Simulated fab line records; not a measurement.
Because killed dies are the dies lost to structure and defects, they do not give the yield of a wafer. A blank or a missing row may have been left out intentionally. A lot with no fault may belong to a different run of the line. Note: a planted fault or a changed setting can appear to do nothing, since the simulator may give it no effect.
The tool behind it: which one? | flow nand-harc | Sampling: 6 lots, 18 wafers, 5 of 1302 route steps

== WHAT THE GAUGES SHOWED, per wafer ==
NHARC_END_SORT_01.
lot  | measured     | on        | killed-at-array
L684 | day 30 12:35 | prober-01 | 364 378 358

== WHICH TOOL RAN EACH LOT (tool, then ch and the chambers of the sampled wafers, then the start) ==
lot  | NHARC_A_STAIRCASE_CVD_552   | NHARC_A_BONDPAD_CMP_19        | NHARC_THIN_TSV_STRIP_45              | NHARC_THIN_TSV_DEGAS_53
L672 | lpcvd-01 ch 1, day 18 13:47 | cmp-02 ch 0,3, day 24 09:20   | plasma-asher-02 ch 0,1, day 24 22:40 | pvd-sputter-03, day 25 02:34
L674 | lpcvd-01 ch 1, day 19 11:41 | cmp-02 ch 1,2, day 24 17:38   | plasma-asher-02 ch 0,1, day 25 07:28 | pvd-sputter-03, day 25 11:13
L676 | lpcvd-02 ch 1, day 20 11:24 | cmp-01 ch 0,1,2, day 26 03:19 | plasma-asher-02 ch 0,1, day 26 17:11 | pvd-sputter-01, day 26 20:52
L678 | lpcvd-01 ch 1, day 21 05:22 | cmp-03 ch 1,2, day 26 18:40   | plasma-asher-02 ch 0, day 27 09:02   | pvd-sputter-03, day 27 12:46
L681 | lpcvd-01 ch 1, day 22 03:34 | cmp-01 ch 1,2, day 27 21:40   | plasma-asher-01 ch 0,1, day 28 10:59 | pvd-sputter-01, day 28 14:40
L684 | lpcvd-01 ch 0, day 23 15:04 | cmp-02 ch 1,2,3, day 29 06:48 | plasma-asher-02 ch 0,1, day 29 20:31 | pvd-sputter-01, day 30 00:10
- NHARC_A_STAIRCASE_CVD_552: deposits SiNx, target thk 40 nm.
- NHARC_A_BONDPAD_CMP_19: polishes, t overpolish 30 s, cu recess touch 16 s, target thk 169.82 nm.
- NHARC_THIN_TSV_STRIP_45: strips in O2.
- NHARC_THIN_TSV_DEGAS_53: time 60 s.

== THE ANSWER, worked out from the rows above alone ==
Rule: the lots themselves supply what counts as usual. The widest of any qualifying gaps counts: lots, ordered by their means at a reading, are off when they make up no more than a third of the lots, leave a main group of 4 or more, and stand apart from it by 3 or more times the standard deviation of that group's means. The tables above print the reading to a certain number of digits; a main group whose means all agree to those digits is not used. A lot without any number at a reading at which 4 lots or more have one is off too. The other lots that the step has rows for count as sound.
Across all readings shown, no lot is off: no conclusion can be drawn from this.

== WHAT THE SIMULATOR HAD PUT IN ==
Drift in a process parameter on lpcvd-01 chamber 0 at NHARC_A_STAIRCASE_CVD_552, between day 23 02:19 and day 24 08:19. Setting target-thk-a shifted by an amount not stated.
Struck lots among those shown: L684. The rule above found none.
